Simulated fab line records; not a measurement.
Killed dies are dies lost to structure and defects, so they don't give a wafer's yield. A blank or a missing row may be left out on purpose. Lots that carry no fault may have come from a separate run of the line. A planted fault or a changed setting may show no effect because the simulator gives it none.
Split-lot experiment ; flow n5_finfet ; 7 lots, 21 wafers read, on a route of 1938 steps

ON THE SPLIT
At N5_PASSIVATION_ETCH_54 (etches SiO2 in CHF3/O2, target depth 880 nm, time 440 s), the setting time_s was moved away from the recipe's 440 s on 8 of the 21 wafers read, by -21.9% to +19.0%. For the rest of the wafers, this setting stayed at what the recipe calls for.

The reading is taken at the split's own step.

THE READING
PASSIVATION.feature_depth_nm (the simulator's own value, which no gauge read), in nm, at N5_PASSIVATION_ETCH_54 (etches SiO2 in CHF3/O2, target depth 880 nm, time 440 s). No usual value for it is given in the file. Here, 13 wafers ran the recipe; their average is 881.1 nm with a standard deviation of 14 nm.

wafer;tool, chamber at the split;time_s as run, s;against the recipe;PASSIVATION.feature_depth_nm, nm;against lot-mates on the recipe
L078.2;rie_diel-02, 0;440;recipe;868.2;-
L078.4;rie_diel-02, 1;440;recipe;866.6;-
L078.5;rie_diel-02, 3;343.5;-21.9%;690.8;-176.6
L080.1;rie_diel-02, 2;440;recipe;864.2;-
L080.4;rie_diel-02, 0;440;recipe;866.2;-
L080.6;rie_diel-02, 0;440;recipe;864.4;-
L083.2;rie_diel-04, 1;440;recipe;905.4;-
L083.3;rie_diel-04, 0;360.3;-18.1%;729.2;-171.9
L083.6;rie_diel-04, 1;440;recipe;896.8;-
L084.1;rie_diel-04, 1;523.5;+19.0%;1072;no lot-mate on the recipe
L084.3;rie_diel-04, 2;523.5;+19.0%;1068;no lot-mate on the recipe
L084.4;rie_diel-04, 2;523.5;+19.0%;1063;no lot-mate on the recipe
L087.3;rie_diel-04, 1;440;recipe;906.2;-
L087.4;rie_diel-04, 0;366.8;-16.6%;756.6;-149.6
L087.6;rie_diel-04, 2;366.8;-16.6%;767.2;-139.0
L095.1;rie_diel-02, 3;440;recipe;885.4;-
L095.3;rie_diel-02, 0;503.8;+14.5%;1043;+158.3
L095.6;rie_diel-02, 3;440;recipe;884;-
L097.4;rie_diel-05, 1;440;recipe;881.2;-
L097.5;rie_diel-05, 3;440;recipe;877.4;-
L097.6;rie_diel-05, 0;440;recipe;888.4;-

THE FIT
A straight line over all 21 wafers: PASSIVATION.feature_depth_nm changes by +9 nm for each +1% of time_s; r = +0.99; the points scatter about the line by 17 nm.
The same after taking each lot's own level away (the mean of its wafers on the recipe; 18 wafers): +9.07 nm for each +1%; r = +0.99; scatter 9.2 nm.
Per that fit: largest time_s move, reading shift of 2e+02 nm.
Across the lots, their own levels run from 864.93 to 906.20 nm, a range of 2.9 times the standard deviation given above.
Hence the lot-to-lot level has little effect on the slope; both slopes agree.
Check: -204 nm against its lot-mates is what the line predicts for one of the wafers moved furthest among these (-21.9%) when that wafer is left out of the fit. It came out at -177 nm against them.

THE WHOLE CHAIN: every reading that the file lists as answering this split, in the file's order
step;what it does;reading;change (the file's fit);r (the file's)
N5_PASSIVATION_ETCH_54;etches SiO2 in CHF3/O2, target depth 880 nm, time 440 s;etch.depth_nm (the simulator's own value, which no gauge read);+9.02 nm for each +1% of the setting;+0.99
N5_PASSIVATION_ETCH_54;etches SiO2 in CHF3/O2, target depth 880 nm, time 440 s;PASSIVATION.feature_depth_nm (the simulator's own value, which no gauge read);+9.01 nm for each +1% of the setting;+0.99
N5_PASSIVATION_PROBE_49;;defect_limited_yield;not straight: 0.1 at the lowest setting, 91.9 at the recipe, 91.0 at the highest;not given
N5_PASSIVATION_PROBE_49;;killed_at_other;not straight: 1089 at the lowest setting, 4.2 at the recipe, 3 at the highest;not given
N5_PASSIVATION_PROBE_49;;killed_dies;not straight: 1179 at the lowest setting, 95 at the recipe, 106 at the highest;not given
N5_PASSIVATION_PROBE_49;;sort_bin_5_function;not straight: 95.6 at the lowest setting, 4.6 at the recipe, 5.5 at the highest;not given
N5_PASSIVATION_PROBE_49;;sort_n_pass;not straight: 1 at the lowest setting, 1079 at the recipe, 1074 at the highest;not given

THE FILE'S OWN FIT
PASSIVATION.feature_depth_nm changes by +9.01 nm for each +1% of time_s, r = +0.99.
